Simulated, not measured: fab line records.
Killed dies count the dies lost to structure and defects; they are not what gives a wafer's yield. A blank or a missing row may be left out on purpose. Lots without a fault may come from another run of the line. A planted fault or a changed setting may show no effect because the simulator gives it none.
Problem report, 8D (eight disciplines) form, completed by code	flow n5 finfet	the parts of the form that need people (team, actions taken, sign-off) are left out

## 1. WHAT WENT WRONG
run length s at N5_BEOL_M13_ETCH_59 reads a mean of 88.1 s on 3 wafers of 2 lots; wafers without a fault read 91.1 s with a standard deviation of 0.41. That puts it -7.4 standard deviations away from the usual mean.
The step: etches BARC in N2/H2, target depth 89 nm, overetch 26.7 nm, time 67.9 s.
First seen on wafer L878.1, day 15 18:58, on rie diel-03. At this step, 18 wafers from 6 lots have a number in the record. By rule, "out" or "out of limits" means more than 4 standard deviations away from the usual mean. All remaining wafers that have a number are taken as sound.

## 2. WHAT IT IS, WHAT IT ISN'T
question	is	is not
which readings at this step	run length s	drypump motor current A, oes product au, rf vpp V, showerhead plenum p Torr, throttle valve pct
which lots	L878, L881	L861, L866, L870, L883
which wafers of those lots	L878.1, L881.4, L881.6	L878.3, L878.5, L881.3
read on which tools	rie diel-03	rie diel-02, rie diel-06
when	from day 15 18:58	up to then (11 sound wafers); but 4 sound wafers of L881, L883 came after

## 3. SUSPECTS, AND WHAT RULES EACH OUT
Counting: if a tool at a process step up to the reading ran every lot that is out, it stays a suspect. Sound lots after the first of them don't rule it out here, since some wafers of a struck lot are sound.
- rie diel-03 at N5_BEOL_M13_DESCUM_15 (chemistry O2, time 7.9 s): kept. It processed each lot that is out (first: L878, day 15 18:56); up to then, its last sound lot is L870 (day 13 03:19).
- rie diel-03 at N5_BEOL_M13_ETCH_59 (etches BARC in N2/H2, target depth 89 nm, overetch 26.7 nm, time 67.9 s): kept. It processed each lot that is out (first: L878, day 15 18:58); up to then, its last sound lot is L870 (day 13 03:21). Its own run length s readings are out on those wafers.
- Within rie diel-03 at N5_BEOL_M13_DESCUM_15: the wafers that are out ran in chambers 0, 2; their sound lot-mates ran in chamber 1.
- Within rie diel-03 at N5_BEOL_M13_ETCH_59: the wafers that are out ran in chambers 0, 2; their sound lot-mates ran in chamber 1.
What counting leaves: rie diel-03 at N5_BEOL_M13_DESCUM_15 and rie diel-03 at N5_BEOL_M13_ETCH_59.

## 4. THE CAUSE (what the simulator had put in)
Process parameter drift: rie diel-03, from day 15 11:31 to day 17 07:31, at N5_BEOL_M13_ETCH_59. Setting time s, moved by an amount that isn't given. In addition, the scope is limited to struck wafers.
After counting, 2 suspects remain, this tool included.

## 5. THE CHAIN OF EFFECTS, in route order
Each row: a reading where the mean over the struck wafers with a number is more than 3 standard deviations away from the usual. Only readings for which the record gives a usual standard deviation are gone through. hours: the time from each lot's start at the first step in this table that gives one to its start at this step, as a median over the lots. sigmas: the change in usual standard deviations.
hours	step	reading	usual	on struck wafers	change	sigmas
0	N5_BEOL_M13_ETCH_59	run length s	91.1 s	88.1	-3.0	-7.4
Process steps it contains:
- N5_BEOL_M13_ETCH_59: etches BARC in N2/H2, target depth 89 nm, overetch 26.7 nm, time 67.9 s.
Readings that are blank on the struck wafers while sound wafers have them: rf fwd power W at N5_BEOL_M13_ETCH_59.

## 6. HOW IT WOULD HAVE BEEN CAUGHT EARLIER
In this record the first reading out of limits was taken at day 15 18:58, 7 hours after the fault began at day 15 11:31.
